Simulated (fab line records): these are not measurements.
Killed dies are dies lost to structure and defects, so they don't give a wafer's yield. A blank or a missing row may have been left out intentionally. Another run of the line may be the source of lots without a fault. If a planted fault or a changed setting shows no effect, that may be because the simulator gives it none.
Which of the tools did it? ; flow n5-finfet ; Sampling: 24 lots, 72 wafers, 3 of 1938 route steps

== WHAT THE GAUGES SHOWED, per wafer ==
N5_GATE_CUT_CD_MEAS_13: the cd target is 20 nm. Usual: cd-nm at 20.10 nm, with a standard deviation of 0.29.
lot;measured;on;cd-nm (nm);flag
L074;day 4 11:04;cd-sem-02;20.64 20.20 20.54;
L075;day 4 23:28;cd-sem-02;20.50 20.29 20.74;
L076;day 5 04:29;cd-sem-02;20.20 20.14 20.13;
L077;day 5 10:12;cd-sem-02;19.83 20.24 20.10;
L078;day 5 10:47;cd-sem-01;19.68 19.99 19.75;
L079;day 5 17:49;cd-sem-03;19.34 19.50 19.85;
L080;day 6 00:23;cd-sem-01;20.22 20.29 20.44;
L081;day 6 05:26;cd-sem-03;20.06 19.82 19.69;
L082;day 6 10:25;cd-sem-01;20.17 20.16 20.04;
L083;day 6 21:29;cd-sem-01;20.32 20.30 20.70;
L084;day 6 23:38;cd-sem-01;20.17 20.53 20.45;
L085;day 7 05:41;cd-sem-03;19.80 20.26 19.99;
L086;day 7 13:38;cd-sem-03;20.14 19.90 19.89;
L087;day 7 15:49;cd-sem-03;19.63 19.88 19.69;
L088;day 7 23:07;cd-sem-03;20.07 20.07 20.27;
L089;day 8 08:14;cd-sem-03;20.53 20.14 20.08;
L090;day 8 11:19;cd-sem-02;20.17 20.29 20.47;
L091;day 8 19:14;cd-sem-03;20.43 20.42 20.17;
L092;day 8 22:09;cd-sem-03;20.02 20.13 20.15;
L093;day 9 03:38;cd-sem-03;19.86 20.15 19.93;
L094;day 9 10:50;cd-sem-03;19.98 20.04 20.10;
L095;day 9 14:17;cd-sem-02;19.52 19.86 19.88;
L096;day 10 02:59;cd-sem-01;20.13 19.96 20.16;
L097;day 10 09:11;cd-sem-03;19.83 19.89 19.74;

== TOOL THAT RAN EACH LOT (tool first, then ch and the chambers of the sampled wafers, then the start) ==
lot;N5_GATE_CUT_ETCHBACK_30;N5_GATE_CUT_VAPOR_ETCH_60
L074;rie-metal-02 ch 0,1, day 4 07:43;rie-metal-02 ch 0,1, day 4 07:45
L075;rie-metal-02 ch 0,1, day 4 19:49;rie-metal-02 ch 0,1, day 4 19:51
L076;rie-metal-03 ch 0,1, day 5 00:35;rie-metal-03 ch 0,1, day 5 00:37
L077;rie-metal-01 ch 0, day 5 06:48;rie-metal-01 ch 0, day 5 06:52
L078;rie-metal-03 ch 0, day 5 07:19;rie-metal-03 ch 0, day 5 07:21
L079;rie-metal-02 ch 0,1, day 5 14:17;rie-metal-02 ch 0,1, day 5 14:19
L080;rie-metal-03 ch 0,1, day 5 20:58;rie-metal-03 ch 0,1, day 5 21:00
L081;rie-metal-02 ch 0,1, day 6 02:07;rie-metal-02 ch 0,1, day 6 02:08
L082;rie-metal-03 ch 0, day 6 07:04;rie-metal-03 ch 0, day 6 07:06
L083;rie-metal-03 ch 1, day 6 17:59;rie-metal-03 ch 1, day 6 18:02
L084;rie-metal-03 ch 1, day 6 20:08;rie-metal-03 ch 1, day 6 20:12
L085;rie-metal-01 ch 0,1, day 7 02:17;rie-metal-01 ch 0,1, day 7 02:19
L086;rie-metal-02 ch 0,1, day 7 10:18;rie-metal-02 ch 0,1, day 7 10:20
L087;rie-metal-03 ch 0, day 7 12:23;rie-metal-03 ch 0, day 7 12:26
L088;rie-metal-02 ch 0,1, day 7 19:47;rie-metal-02 ch 0,1, day 7 19:49
L089;rie-metal-02 ch 0,1, day 8 04:53;rie-metal-02 ch 0,1, day 8 04:55
L090;rie-metal-03 ch 0,1, day 8 07:46;rie-metal-03 ch 0,1, day 8 07:47
L091;rie-metal-02 ch 0,1, day 8 15:33;rie-metal-02 ch 0,1, day 8 15:35
L092;rie-metal-01 ch 0,1, day 8 18:41;rie-metal-01 ch 0,1, day 8 18:43
L093;rie-metal-03 ch 0,1, day 9 00:12;rie-metal-03 ch 0,1, day 9 00:14
L094;rie-metal-03 ch 0, day 9 07:21;rie-metal-03 ch 0, day 9 07:25
L095;rie-metal-03 ch 0, day 9 10:45;rie-metal-03 ch 0, day 9 10:49
L096;rie-metal-01 ch 0,1, day 9 23:29;rie-metal-01 ch 0,1, day 9 23:31
L097;rie-metal-02 ch 0,1, day 10 05:42;rie-metal-02 ch 0,1, day 10 05:44
- N5_GATE_CUT_ETCHBACK_30: etches TiN in Cl2/Ar, target depth 3 nm.
- N5_GATE_CUT_VAPOR_ETCH_60: etches HfO2 in BCl3/Cl2.

== WHAT THE TOOLS THEMSELVES READ (means of the sampled wafers that have a number; where no wafer has one, the mark that the record gives instead) ==
N5_GATE_CUT_ETCHBACK_30. Usual: drypump-motor-current-A 5.65 A, standard deviation 0.14; oes_ar_750_au 0.75 a.u., standard deviation 0.14; oes-product-au 0.76 a.u., standard deviation 0.14; throttle-valve-pct 20.96 %, standard deviation 0.28.
lot;tool;drypump-motor-current-A (A);oes_ar_750_au (a.u.);oes-product-au (a.u.);throttle-valve-pct (%);flag
L074;rie-metal-02;5.56;0.84;0.84;20.66;
L075;rie-metal-02;5.56;0.83;0.84;20.66;
L076;rie-metal-03;5.72;0.60;0.61;21.05;
L077;rie-metal-01;5.74;0.97;1.00;20.87;
L078;rie-metal-03;5.71;0.62;0.62;21.37;
L079;rie-metal-02;5.55;0.83;0.83;20.67;
L080;rie-metal-03;5.72;0.59;0.61;21.05;
L081;rie-metal-02;5.47;0.82;0.81;20.75;
L082;rie-metal-03;5.72;0.62;0.61;21.37;
L083;rie-metal-03;5.73;0.57;0.60;20.91;
L084;rie-metal-03;5.72;0.57;0.60;20.91;
L085;rie-metal-01;5.77;0.94;0.95;20.97;
L086;rie-metal-02;5.56;0.82;0.81;20.69;
L087;rie-metal-03;5.71;0.61;0.60;21.39;
L088;rie-metal-02;5.55;0.82;0.81;20.67;
L089;rie-metal-02;5.45;0.80;0.81;20.76;
L090;rie-metal-03;5.70;0.72;0.73;21.14;
L091;rie-metal-02;5.56;0.81;0.81;20.68;
L092;rie-metal-01;5.79;0.91;0.92;20.99;
L093;rie-metal-03;5.71;0.71;0.72;21.16;
L094;rie-metal-03;5.71;0.60;0.60;21.40;
L095;rie-metal-03;5.68;0.61;0.60;21.39;
L096;rie-metal-01;5.77;0.91;0.91;20.99;
L097;rie-metal-02;5.46;0.79;0.80;20.77;

N5_GATE_CUT_VAPOR_ETCH_60. Usual: drypump-motor-current-A 5.65 A, standard deviation 0.15; oes-product-au 0.77 a.u., standard deviation 0.14.
lot;tool;drypump-motor-current-A (A);oes-product-au (a.u.);flag
L074;rie-metal-02;5.57;0.87;
L075;rie-metal-02;5.55;0.86;
L076;rie-metal-03;5.72;0.62;
L077;rie-metal-01;5.73;1.01;
L078;rie-metal-03;5.69;0.63;
L079;rie-metal-02;5.56;0.84;
L080;rie-metal-03;5.72;0.61;
L081;rie-metal-02;5.46;0.85;
L082;rie-metal-03;5.72;0.63;
L083;rie-metal-03;5.72;0.60;
L084;rie-metal-03;5.71;0.60;
L085;rie-metal-01;5.77;0.95;
L086;rie-metal-02;5.54;0.83;
L087;rie-metal-03;5.69;0.63;
L088;rie-metal-02;5.55;0.83;
L089;rie-metal-02;5.45;0.84;
L090;rie-metal-03;5.72;0.74;
L091;rie-metal-02;5.55;0.83;
L092;rie-metal-01;5.77;0.91;
L093;rie-metal-03;5.71;0.73;
L094;rie-metal-03;5.70;0.62;
L095;rie-metal-03;5.71;0.62;
L096;rie-metal-01;5.78;0.91;
L097;rie-metal-02;5.45;0.81;

== THE ANSWER, worked out from the rows above alone ==
Rule: lot off if the mean of its wafers having a number is beyond 3 standard deviations from the usual mean. Also off: a lot with no number at a reading for which 4 or more lots have one. Any other lot the step has rows for is counted as sound. The gauges are gone through in route order, then the tools' own readings, and for those a lot's mean is taken as printed above. At the first step where some lot is off, the reading lying furthest off is the one used; lots without a number count as furthest.
No lot is off on any of the readings shown, so nothing can be concluded from this.

== WHAT THE SIMULATOR HAD INSERTED ==
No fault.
